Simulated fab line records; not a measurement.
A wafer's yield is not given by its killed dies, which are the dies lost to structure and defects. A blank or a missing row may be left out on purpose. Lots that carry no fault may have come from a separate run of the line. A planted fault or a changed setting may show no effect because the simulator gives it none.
fab line records | flow n5Finfet
record: lots: 6 wafers: 17 lastDay: 16
route steps=1938 shown BEOL_M2@871 BEOL_M4@1111 PASSIVATION@1936
lots with no fault: from the same line, run without faults
startH: hours from the record's opening day to when the first of the lot's shown wafers began | waitH: how many hours have passed since the lot's step before this one | " same as the row above | L1.1+2: a row that stands for several wafers | - no value, or no start was given | * or withheld: withheld | < > ~ a bound
route shown NAME@n: names a module that has steps shown in the file, with the first one's number in the route | usual: mean/standard deviation taken from wafers without a fault | same: alike in all rows | chamber/n: place in a boat | sites: each site's reading | _std_site: the standard deviation of these | _edge_site: inner sites' mean taken away from outer sites' mean | radiusMm: for every site, how far away it sits from the centre of the wafer | mask NAME#n: copy n | behind: the most recent tool/chamber to have shaped the wafer | hold: why the lot was held/for how many hours/how that ended | device: the transistor (n, p or np) that didn't switch | end of line: tests run on the same wafers once the route is complete | a step given without rows: its recipe and nothing more | killed: count of dies lost to structure and defects at first sort (not the wafer's yield) | map: shows each die of a wafer: x if killed, . if not, _ if none is there
set.NAME: setting as actually run; set.NAME@STEP: the setting as run at that earlier step | model.NAME: the simulator's own value behind a step, which no gauge read
certain route steps with their lots: each step a table, each wafer a row
services: a tool's chamber out of use, with start hour (startH, from the record's first day; less than 0 if before it), hours out, and reason
== steps ==
step: N5_BEOL_M2_EBR_24
recipe: solvent: PGMEA ebrWidthMm: 1.5
step: N5_BEOL_M2_SOFTBAKE_23
recipe: tempC: 110 timeS: 60 resist: CAR-EUV
step: N5_BEOL_M2_EXPOSE_25
recipe: maskId: V1 na: 0.33 sourceShape: quasar sigmaInner: 0.2 sigmaOuter: 0.8 polarization: unpolarized defocusNm: 5 doseMj: 63
step: N5_BEOL_M2_PEB_26
recipe: pebTempC: 100 pebTimeS: 60 resist: CAR-EUV
step: N5_BEOL_M2_DEVELOP_27
recipe: developTimeS: 30 developer: TMAH resist: CAR-EUV rinseLiquid: surfactantRinse dry: airSpin devTempC: 23
step: N5_BEOL_M2_CD_MEAS_28
recipe: targetCdNm: 26.2 landingEnergyEv: 500 detector: seInlens targetCdYNm: 24.1 polarity: opening
usual: cdNm: 26.30/0.24
columns lot.wafer tool chamber startH waitH cdNm
L389.1 cdSem-02 0 153.38 - 26.30
L389.3 " 0 " " 26.44
L389.5 " 0 " " 26.22
L400.1 cdSem-01 0 212.93 - 26.22
L400.2 " 0 " " 25.95
L402.3 cdSem-03 0 225.19 - 26.48
L402.5 " 0 " " 26.48
L402.6 " 0 " " 26.30
L405.1 cdSem-02 0 246.84 - 26.07
L405.2 " 0 " " 26.50
L405.4 " 0 " " 26.10
L406.1 cdSem-03 0 249.95 - 26.46
L406.3 " 0 " " 26.28
L406.5 " 0 " " 26.24
L409.3 cdSem-03 0 265.11 - 26.17
L409.4 " 0 " " 26.30
L409.5 " 0 " " 26.62
step: N5_BEOL_M2_OVL_MEAS_29
recipe: pointsPerWafer: 522
usual: V1_OVL: 0.1/0.66
columns lot.wafer tool chamber startH waitH V1_OVL[nm]
L389.1 overlay-01 0 153.41 0.0 0.7
L389.3 " 0 " " -0.9
L389.5 " 0 " " -0.2
L400.1 overlay-02 0 212.96 0.0 0.6
L400.2 " 0 " " 0.7
L402.3 overlay-01 0 225.23 0.0 -0.8
L402.5 " 0 " " 0.3
L402.6 " 0 " " 1.6
L405.1 overlay-02 0 246.87 0.0 -0.2
L405.2 " 0 " " -0.6
L405.4 " 0 " " 0.2
L406.1 overlay-01 0 249.98 0.0 0.0
L406.3 " 0 " " -0.6
L406.5 " 0 " " -0.2
L409.3 overlay-01 0 265.15 0.0 0.6
L409.4 " 0 " " -0.1
L409.5 " 0 " " 0.4
step: N5_BEOL_M2_INSPECT_30
recipe: mode: adi inspectInstrument: brightfield
usual: rawDefectCount: 392/82
columns lot.wafer tool chamber startH waitH rawDefectCount
L389.1 defectInspect-02 - 153.47 0.1 361
L389.3 " - " " 426
L389.5 " - " " 356
L400.1 defectInspect-02 - 213.02 0.1 468
L400.2 " - " " 452
L402.3 defectInspect-02 - 225.27 0.0 276
L402.5 " - " " 332
L402.6 " - " " 308
L405.1 defectInspect-02 - 246.92 0.1 557
L405.2 " - " " 428
L405.4 " - " " 402
L406.1 defectInspect-01 - 250.03 0.1 302
L406.3 " - " " 263
L406.5 " - " " 321
L409.3 defectInspect-01 - 265.19 0.0 440
L409.4 " - " " 347
L409.5 " - " " 377
step: N5_BEOL_M2_DESCUM_33
recipe: chemistry: O2 timeS: 7 sourcePowerW: 50 biasPowerW: 20 pressureMtorr: 20 rfFrequencyHz: 2.712e+07 tempC: 40 resist: CAR-EUV o2FlowSccm: 225
usual: drypumpMotorCurrentA: 5.9/0.46 oesProductAu: 0.77/0.072 rfVppV: 243.3/1.3 showerheadPlenumPTorr: 2.10/0.068 throttleValvePct: 20.38/0.24
columns lot.wafer tool chamber startH waitH drypumpMotorCurrentA oesProductAu rfHoursCounterH rfVppV showerheadPlenumPTorr throttleValvePct
L389.1 rieDiel-04 0 153.50 0.0 6.6 0.71 217 242.0 1.99 20.25
L389.3 " 2 " " 5.8 0.69 240 243.1 2.15 20.18
L389.5 " 3 " " 5.6 0.74 - 244.4 2.17 20.15
L400.1 rieDiel-05 3 213.09 0.1 5.6 0.75 144 245.1 2.19 20.57
L400.2 " 0 " " 5.6 0.81 100 241.9 2.02 20.24
L402.3 rieDiel-04 1 225.67 0.4 5.7 0.76 149 243.2 2.09 20.67
L402.5 " 1 " " 5.7 0.77 - 244.1 2.09 20.67
L402.6 " 2 " " 5.8 0.91 - 244.5 2.14 19.94
L405.1 rieDiel-01 3 246.96 0.0 5.1 0.71 238 239.8 1.98 20.50
L405.2 " 1 " " 6.6 0.83 82 243.0 2.13 20.82
L405.4 " 0 " " 5.5 0.85 75 244.1 2.11 20.71
L406.1 rieDiel-05 1 250.25 0.2 6.3 0.91 25 243.3 2.14 20.17
L406.3 " 2 " " 6.6 0.75 179 242.2 2.08 20.47
L406.5 " 1 " " 6.3 0.92 - 243.9 2.14 20.15
L409.3 rieDiel-01 0 265.23 0.0 5.4 0.85 82 243.9 2.11 20.73
L409.4 " 1 " " 6.6 0.82 89 243.6 2.12 20.85
L409.5 " 2 " " 6.6 0.68 - 243.3 2.08 20.50
step: N5_BEOL_M2_ETCH_77
recipe: chemistry: N2/H2 target: underlayer targetDepthA: 65 maskMaterial: CAR-EUV timeS: 5.2 ionEnergyEv: 200 pressureMtorr: 30 sourceW: 840 biasW: 150 n2FlowSccm: 200 h2FlowSccm: 200 ends: cleared
usual: drypumpMotorCurrentA: 6.0/0.46 etchRfOnTimeS: 5.24/0.072 oesProductAu: 0.65/0.06 rfVppV: 523.9/2.6 showerheadPlenumPTorr: 2.55/0.081 throttleValvePct: 17.79/0.26
columns lot.wafer tool chamber startH waitH drypumpMotorCurrentA etchRfOnTimeS oesProductAu rfHoursCounterH rfVppV showerheadPlenumPTorr throttleValvePct
L389.1 rieDiel-04 0 153.53 0.0 6.6 5.25 0.59 217 520.3 2.41 17.67
L389.3 " 2 " " 5.8 5.17 0.58 240 525.4 2.61 17.69
L389.5 " 3 " " 5.6 5.24 0.61 - 524.4 2.63 17.54
L400.1 rieDiel-05 3 213.12 0.0 5.5 5.25 0.65 144 524.2 2.65 17.85
L400.2 " 0 " " 5.6 5.35 0.69 100 519.9 2.45 17.55
L402.3 rieDiel-04 1 225.70 0.0 5.7 5.15 0.66 149 522.7 2.54 18.19
L402.5 " 1 " " 5.7 5.23 0.65 - 523.9 2.54 18.20
L402.6 " 2 " " 5.7 5.26 0.76 - 525.2 2.60 17.38
L405.1 rieDiel-01 3 246.99 0.0 5.1 5.21 0.61 238 516.8 2.40 17.85
L405.2 " 1 " " 6.6 5.25 0.71 82 523.8 2.57 18.29
L405.4 " 0 " " 5.5 5.22 0.73 75 523.8 2.57 18.15
L406.1 rieDiel-05 1 250.29 0.0 6.3 5.20 0.77 25 524.9 2.60 17.49
L406.3 " 2 " " 6.6 5.23 0.64 179 523.3 2.53 17.86
L406.5 " 1 " " 6.2 5.20 0.77 - 525.4 2.60 17.49
L409.3 rieDiel-01 0 265.26 0.0 5.5 5.22 0.71 82 526.3 2.57 18.12
L409.4 " 1 " " 6.6 5.20 0.70 89 524.7 2.57 18.29
L409.5 " 2 " " 6.6 5.25 0.59 - 524.2 2.50 17.85
step: N5_BEOL_M2_ETCH_69
recipe: chemistry: CF4 target: SiARC targetDepthA: 156 maskMaterial: CAR-EUV timeS: 26 ionEnergyEv: 80 pressureMtorr: 40 sourceW: 545 biasW: 36 Ar_flow_sccm: 100 cf4FlowSccm: 100 ends: cleared
usual: drypumpMotorCurrentA: 5.9/0.46 etchRfOnTimeS: 26.2/0.35 oesProductAu: 0.66/0.06 rfVppV: 184.1/1.2 showerheadPlenumPTorr: 2.15/0.066 throttleValvePct: 15.60/0.22
columns lot.wafer tool chamber startH waitH drypumpMotorCurrentA etchRfOnTimeS oesProductAu rfHoursCounterH rfVppV showerheadPlenumPTorr throttleValvePct
L389.1 rieDiel-04 0 153.55 0.0 6.6 26.3 0.60 217 182.6 2.03 15.49
L389.3 " 2 " " 5.7 25.9 0.58 240 185.1 2.20 15.52
L389.5 " 3 " " 5.6 26.2 0.62 - 185.3 2.22 15.42
L400.1 rieDiel-05 3 213.14 0.0 5.5 26.4 0.65 144 184.1 2.24 15.75
L400.2 " 0 " " 5.6 26.7 0.69 100 182.1 2.08 15.50
L402.3 rieDiel-04 1 225.72 0.0 5.7 25.7 0.65 149 183.2 2.14 15.90
L402.5 " 1 " " 5.7 25.7 0.66 - 182.8 2.14 15.87
L402.6 " 2 " " 5.7 26.3 0.77 - 184.8 2.19 15.10
L405.1 rieDiel-01 3 247.01 0.0 5.1 26.0 0.61 238 182.9 2.03 15.73
L405.2 " 1 " " 6.6 25.9 0.73 82 183.8 2.17 15.91
L405.4 " 0 " " 5.4 25.9 0.72 75 185.6 2.17 15.88
L406.1 rieDiel-05 1 250.30 0.0 6.3 26.4 0.77 25 184.1 2.19 15.31
L406.3 " 2 " " 6.6 26.6 0.64 179 183.1 2.13 15.70
L406.5 " 1 " " 6.3 26.3 0.76 - 185.1 2.19 15.32
L409.3 rieDiel-01 0 265.28 0.0 5.4 26.1 0.72 82 183.1 2.17 15.89
L409.4 " 1 " " 6.6 26.5 0.70 89 186.1 2.17 15.90
L409.5 " 2 " " 6.6 26.6 0.59 - 185.3 2.12 15.73
step: N5_BEOL_M2_ALD_98
recipe: material: SiO2 targetThkA: 25 tempC: 100 aldPrecursorFamily: BDEAS aldCoReactant: O2-plasma pulseTimeS: 1 coReactantPulseTimeS: 1 purgeTimeS: 2 coReactantPurgeTimeS: 2 aldCycles: 17 pressureTorr: 2
usual: heaterPowerW: 78/6.6 precursorPulseHeightRel: 1.001/0.02
same: aldCycles: 17
columns lot.wafer tool chamber startH waitH heaterPowerW precursorPulseHeightRel
L389.1 aldSin-03 1 153.63 0.1 78 0.964
L389.3 " 2 " " 79 0.970
L389.5 " 3 " " 91 1.020
L400.1 aldSin-02 1 213.22 0.1 77 0.988
L400.2 " 0 " " 80 0.998
L402.3 aldSin-02 1 225.80 0.1 78 1.012
L402.5 " 1 " " 77 1.022
L402.6 " 0 " " 81 1.015
L405.1 aldSin-02 2 247.09 0.1 75 1.025
L405.2 " 1 " " 76 1.030
L405.4 " 0 " " 82 0.998
L406.1 aldSin-04 1 250.38 0.1 72 1.016
L406.3 " 2 " " 71 0.985
L406.5 " 3 " " 79 1.043
L409.3 aldSin-04 1 265.36 0.1 72 1.012
L409.4 " 3 " " 83 1.018
L409.5 " 3 " " 80 1.029
step: N5_BEOL_M2_ETCHBACK_99
recipe: chemistry: CHF3 target: SiO2 targetDepthA: 50 timeS: 10.4 sourceW: 215 biasW: 47 Ar_flow_sccm: 200 CHF3_flow_sccm: 12 ionEnergyEv: 100 pressureMtorr: 30
usual: CHF3_flow_sccm: 12.00/0.033 drypumpMotorCurrentA: 5.9/0.51 oesProductAu: 0.79/0.081 rfVppV: 240.8/2 showerheadPlenumPTorr: 2.17/0.066 throttleValvePct: 17.07/0.26
columns lot.wafer tool chamber startH waitH CHF3_flow_sccm drypumpMotorCurrentA oesProductAu rfHoursCounterH rfVppV showerheadPlenumPTorr throttleValvePct model.CAR-EUV_of_BEOL_M2_COAT_22.thkNm
L389.1 rieDiel-01 2 154.60 0.9 12.05 6.6 0.71 195 240.5 2.14 17.10 10.4
L389.3 " 0 " " 11.97 5.4 0.88 49 241.9 2.19 17.33 10.4
L389.5 " 3 " " 11.98 5.1 0.72 - 236.7 2.05 17.14 10.4
L400.1 rieDiel-04 2 216.47 3.2 12.00 5.7 0.91 9 236.2 2.20 16.55 10.4
L400.2 " 1 " " 12.00 5.7 0.77 148 241.0 2.15 17.32 10
L402.3 rieDiel-04 1 226.59 0.7 12.03 5.7 0.76 150 240.1 2.15 17.34 10
L402.5 " 3 " " 11.98 5.7 0.71 - 241.0 2.23 16.96 10.4
L402.6 " 1 " " 11.94 5.7 0.78 - 239.6 2.15 17.32 10.4
L405.1 rieDiel-05 1 247.38 0.2 12.08 6.3 0.92 23 243.4 2.21 16.79 10.6
L405.2 " 0 " " 12.03 5.6 0.80 112 242.7 2.08 16.93 10.6
L405.4 " 2 " " 12.04 6.6 0.75 177 238.4 2.15 17.14 10.6
L406.1 rieDiel-01 1 256.59 6.2 12.02 6.6 0.83 86 241.2 2.18 17.42 10.6
L406.3 " 2 " " 12.02 6.6 0.69 221 242.3 2.13 17.15 10.6
L406.5 " 3 " " 12.00 5.1 0.70 - 238.0 2.04 17.21 10.4
L409.3 rieDiel-01 0 267.09 1.7 12.01 5.5 0.84 82 239.2 2.18 17.38 10.4
L409.4 " 3 " " 12.00 5.1 0.70 245 237.5 2.04 17.19 10.2
L409.5 " 0 " " 11.96 5.5 0.85 - 241.8 2.18 17.39 10.4
step: N5_BEOL_M2_ETCH_70
recipe: chemistry: N2/H2 target: SOC targetDepthA: 800 overetchA: 240 maskMaterial: SiARC tempC: 40 timeS: 130 ionEnergyEv: 200 pressureMtorr: 30 sourceW: 840 biasW: 150 n2FlowSccm: 200 h2FlowSccm: 200
usual: drypumpMotorCurrentA: 5.9/0.51 oesProductAu: 0.58/0.057 rfVppV: 524.2/2.2 showerheadPlenumPTorr: 2.55/0.077 throttleValvePct: 17.76/0.28
columns lot.wafer tool chamber startH waitH drypumpMotorCurrentA oesProductAu rfHoursCounterH rfVppV showerheadPlenumPTorr throttleValvePct
L389.1 rieDiel-01 2 154.63 0.0 6.6 0.52 195 524.0 2.52 17.77
L389.3 " 0 " " 5.5 0.66 49 524.5 2.58 18.03
L389.5 " 3 " " 5.2 0.53 - 519.3 2.41 17.79
L400.1 rieDiel-04 2 216.50 0.0 5.7 0.68 9 525.7 2.60 17.30
L400.2 " 1 " " 5.7 0.56 148 522.9 2.54 18.11
L402.3 rieDiel-04 1 226.63 0.0 5.7 0.56 150 525.9 2.54 18.15
L402.5 " 3 " " 5.7 0.53 - 526.8 2.62 17.57
L402.6 " 1 " " 5.7 0.56 - 524.8 2.54 18.15
L405.1 rieDiel-05 1 247.42 0.0 6.3 0.67 23 524.7 2.60 17.42
L405.2 " 0 " " 5.6 0.59 112 521.9 2.45 17.53
L405.4 " 2 " " 6.6 0.55 177 523.6 2.54 17.79
L406.1 rieDiel-01 1 256.62 0.0 6.6 0.61 86 524.0 2.57 18.24
L406.3 " 2 " " 6.6 0.51 221 523.3 2.51 17.80
L406.5 " 3 " " 5.1 0.52 - 521.2 2.40 17.82
L409.3 rieDiel-01 0 267.12 0.0 5.5 0.62 82 522.7 2.57 18.07
L409.4 " 3 " " 5.1 0.52 245 519.4 2.40 17.84
L409.5 " 0 " " 5.5 0.62 - 524.9 2.57 18.10
step: N5_BEOL_M4_RC_MEAS_101
usual: DIBL_N: 36.3/1.2 DIBL_P: 36.1/1.6 IOFF_N: 0.161/0.023 IOFF_P: 0.209/0.027 ION_N: 676/8.9 ION_P: 462/5.3 SS_N: 71.5/0.51 SS_P: 73.2/0.5 VT_N: 249.1/2.5 VT_P: -249.9/2.8
columns lot.wafer tool chamber startH waitH DIBL_N[mV/V] DIBL_P[mV/V] IOFF_N[nA/um] IOFF_P[nA/um] ION_N[uA/um] ION_P[uA/um] SS_N[mV/dec] SS_P[mV/dec] VT_N[mV] VT_P[mV]
L389.1 prober-01 0 179.90 0.0 35.8 34.1 0.147 0.202 673 464 71.1 72.4 251.4 -247.8
L389.3 " 0 " " 36.9 34.8 0.161 0.207 676 459 71.2 72.6 251.6 -249.9
L389.5 " 0 " " 38.2 37.4 0.191 0.245 690 470 71.9 73.7 250.0 -247.3
L400.1 prober-02 0 241.40 0.0 36.4 35.1 0.152 0.194 655 455 72.1 72.9 251.2 -248.7
L400.2 " 0 " " 35.6 34.5 0.137 0.185 660 454 71.6 72.6 250.5 -252.4
L402.3 prober-02 0 249.34 0.3 36.2 36.4 0.166 0.206 669 459 71.3 73.2 250.0 -250.2
L402.5 " 0 " " 35.1 35.6 0.157 0.204 681 469 72.0 72.9 249.4 -250.6
L402.6 " 0 " " 34.9 34.8 0.150 0.186 668 459 71.0 72.8 251.0 -250.7
L405.1 prober-02 0 274.69 0.0 36.8 35.9 0.171 0.228 679 469 71.4 74.8 248.3 -247.6
L405.2 " 0 " " 37.9 36.5 0.191 0.233 693 464 72.0 73.5 246.8 -248.7
L405.4 " 0 " " 38.8 37.4 0.210 0.256 691 472 72.1 74.3 245.5 -249.8
L406.1 prober-01 0 278.61 0.0 34.8 33.6 0.139 0.183 663 463 70.6 72.9 249.4 -254.0
L406.3 " 0 " " 36.9 35.7 0.164 0.216 673 461 71.5 72.9 248.3 -248.8
L406.5 " 0 " " 37.2 35.9 0.181 0.222 678 464 72.0 73.6 248.5 -248.1
L409.3 prober-01 0 294.60 0.3 35.8 36.9 0.173 0.216 670 459 72.0 73.3 247.9 -248.2
L409.4 " 0 " " 35.5 36.2 0.162 0.202 680 454 72.5 73.2 247.7 -248.1
L409.5 " 0 " " 36.3 37.3 0.175 0.229 681 464 71.4 73.6 247.1 -248.9
step: N5_PASSIVATION_PROBE_49
usual: defectLimitedYield: 91.3/1.5 killed_at_M0_to_M3: 35/10 killed_at_M4_up: 13/5.3 killedAtContacts: 12/5.7 killedAtFrontEnd: 39/11 killedAtOther: 3.3/2.7 killedDies: 102/18 killedOpen: 67/13 killedShort: 34/7.8 sort_bin_5_function: 5.1/1 sort_bin_6_memory: 3.3/0.68 sortNPass: 1078/18 sortYieldPct: 91.3/1.5
same: grossDies: 1180 killedAtBackSide: 0 sort_bin_4_leakage[%]: 0 sort_bin_8_speed[%]: 0
columns lot.wafer tool chamber startH waitH defectLimitedYield[%] killed_at_M0_to_M3 killed_at_M4_up killedAtContacts killedAtFrontEnd killedAtOther killedDies killedOpen killedShort sort_bin_5_function[%] sort_bin_6_memory[%] sortNPass sortYieldPct[%]
L400.1 prober-02 - 341.64 0.7 90.8 38 15 22 32 1 108 76 30 5.8 3.1 1072 90.8
L400.2 prober-02 - 341.69 0.7 90.7 28 22 16 43 1 110 69 40 5.8 3.1 1070 90.7
L402.3 prober-02 - 356.81 0.1 92.1 33 9 11 38 2 93 60 33 5.1 2.5 1087 92.1
L402.5 prober-02 - 356.91 0.2 92.4 24 4 18 42 2 90 60 29 4.4 3.1 1090 92.4
L402.6 prober-02 - 356.96 0.3 89.4 52 15 9 49 0 125 78 47 6.4 3.8 1055 89.4
L405.1 prober-01 - 372.84 0.0 92.5 28 10 18 28 4 88 57 30 4.0 3.1 1092 92.5
L405.2 prober-01 - 372.89 0.1 91.3 44 12 12 32 3 103 68 34 4.7 3.8 1077 91.3
L405.4 prober-01 - 372.99 0.2 93.0 28 9 14 27 5 83 60 23 4.2 2.8 1097 93.0
killed by level:class
L400.1 MOL_CONTACT_COAG:geometricParticle:open=17 BEOL_M2:geometricParticle:open=11 STI_FIN_REVEAL:geometricParticle:open=10 FIN_SAQP:geometricParticle:open=6 BEOL_M4:geometricParticle:open=6 BEOL_M0_SAQP:geometricParticle:short=5 MOL_CONTACT_COAG:geometricParticle:short=5 BEOL_M3:geometricParticle:open=5
L400.2 BEOL_M4:geometricParticle:open=17 MOL_CONTACT_COAG:geometricParticle:open=12 FIN_SAQP:geometricParticle:short=11 BEOL_M1:geometricParticle:open=8 STI_FIN_REVEAL:geometricParticle:open=6 STARTING-WAFER:geometricParticle:short=6 FIN_SAQP:geometricParticle:open=5 ILD0:geometricParticle:short=5
L402.3 FIN_SAQP:geometricParticle:short=10 MOL_CONTACT_COAG:geometricParticle:open=9 BEOL_M2:geometricParticle:open=8 BEOL_M1:geometricParticle:open=7 BEOL_M3:geometricParticle:open=7 FIN_SAQP:geometricParticle:open=6 STI_FIN_REVEAL:geometricParticle:open=5 BEOL_M5:geometricParticle:open=4
L402.5 MOL_CONTACT_COAG:geometricParticle:open=13 STI_FIN_REVEAL:geometricParticle:open=11 FIN_SAQP:geometricParticle:short=9 BEOL_M3:geometricParticle:open=6 BEOL_M1:geometricParticle:open=6 GATE_CUT:geometricParticle:open=5 MOL_CONTACT_COAG:geometricParticle:short=5 BEOL_M0_SAQP:geometricParticle:short=4
L402.6 BEOL_M2:geometricParticle:open=18 FIN_SAQP:geometricParticle:short=12 BEOL_M3:geometricParticle:open=8 BEOL_M1:geometricParticle:open=7 GATE_CUT:geometricParticle:short=7 FIN_SAQP:geometricParticle:open=6 MOL_CONTACT_COAG:geometricParticle:open=6 BEOL_M0_SAQP:geometricParticle:open=6
L405.1 MOL_CONTACT_COAG:geometricParticle:open=14 BEOL_M0_SAQP:geometricParticle:short=11 BEOL_M0_SAQP:geometricParticle:open=6 BEOL_M6:geometricParticle:open=6 STI_FIN_REVEAL:geometricParticle:open=5 GATE_CUT:geometricParticle:open=4 MOL_CONTACT_COAG:geometricParticle:short=4 BEOL_M2:geometricParticle:open=4
L405.2 BEOL_M0_SAQP:geometricParticle:open=19 BEOL_M0_SAQP:geometricParticle:short=13 MOL_CONTACT_COAG:geometricParticle:open=10 FIN_SAQP:geometricParticle:open=7 STI_FIN_REVEAL:geometricParticle:open=6 FIN_SAQP:geometricParticle:short=5 BEOL_M5:geometricParticle:open=5 BEOL_M3:geometricParticle:open=3
L405.4 MOL_CONTACT_COAG:geometricParticle:open=11 BEOL_M0_SAQP:geometricParticle:open=8 BEOL_M0_SAQP:geometricParticle:short=8 STI_FIN_REVEAL:geometricParticle:open=7 BEOL_M3:geometricParticle:open=5 FIN_SAQP:geometricParticle:open=4 BEOL_M2:geometricParticle:open=4 BEOL_M5:geometricParticle:open=4
== services ==
columns tool chamber startH hours kind
rieDiel-04 1 160.26 9.4 repair
rieDiel-05 1 168.24 - clean
rieDiel-05 1 168.24 - consumableReplace:esc
rieDiel-05 1 168.24 - consumableReplace:focusRing
aldSin-04 1 169.02 2.7 repair
rieDiel-04 2 175.20 - clean
rieDiel-04 2 175.20 - consumableReplace:focusRing
rieDiel-04 2 175.20 17.6 scheduledDown
rieDiel-04 2 175.20 17.6 ventCycle
aldSin-02 - 176.75 14.0 pm
aldSin-04 - 180.72 14.6 pm
rieDiel-01 - 182.64 29.3 repair
aldSin-04 2 203.92 12.4 repair
rieDiel-04 2 210.03 5.3 repair
rieDiel-04 1 217.31 5.0 repair
rieDiel-01 3 221.31 4.5 repair
rieDiel-04 0 226.04 - clean
rieDiel-04 0 226.04 - consumableReplace:focusRing
rieDiel-04 0 226.04 - consumableReplace:showerhead
rieDiel-04 0 226.04 31.1 scheduledDown
rieDiel-04 0 226.04 31.1 ventCycle
aldSin-04 - 234.32 3.0 repair
rieDiel-01 2 240.16 6.1 repair
rieDiel-04 1 265.61 2.8 repair
== key ==
firstSign none at tools or gauges
modelEffect: step: N5_BEOL_M2_ETCHBACK_99 value: CAR-EUV_of_BEOL_M2_COAT_22.thkNm without: 10.4 struck: 10
metAt N5_BEOL_M2_ETCHBACK_99
struckWafers L400.2,L402.3
fault: kind: processParameterDrift tool: rieDiel-04 chamber: - onsetH: 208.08 steps: N5_BEOL_M2_ETCHBACK_99 channel: timeS offset: * shape: step endH: 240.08 scope: struckWafersOnly actsIn: * stated: *
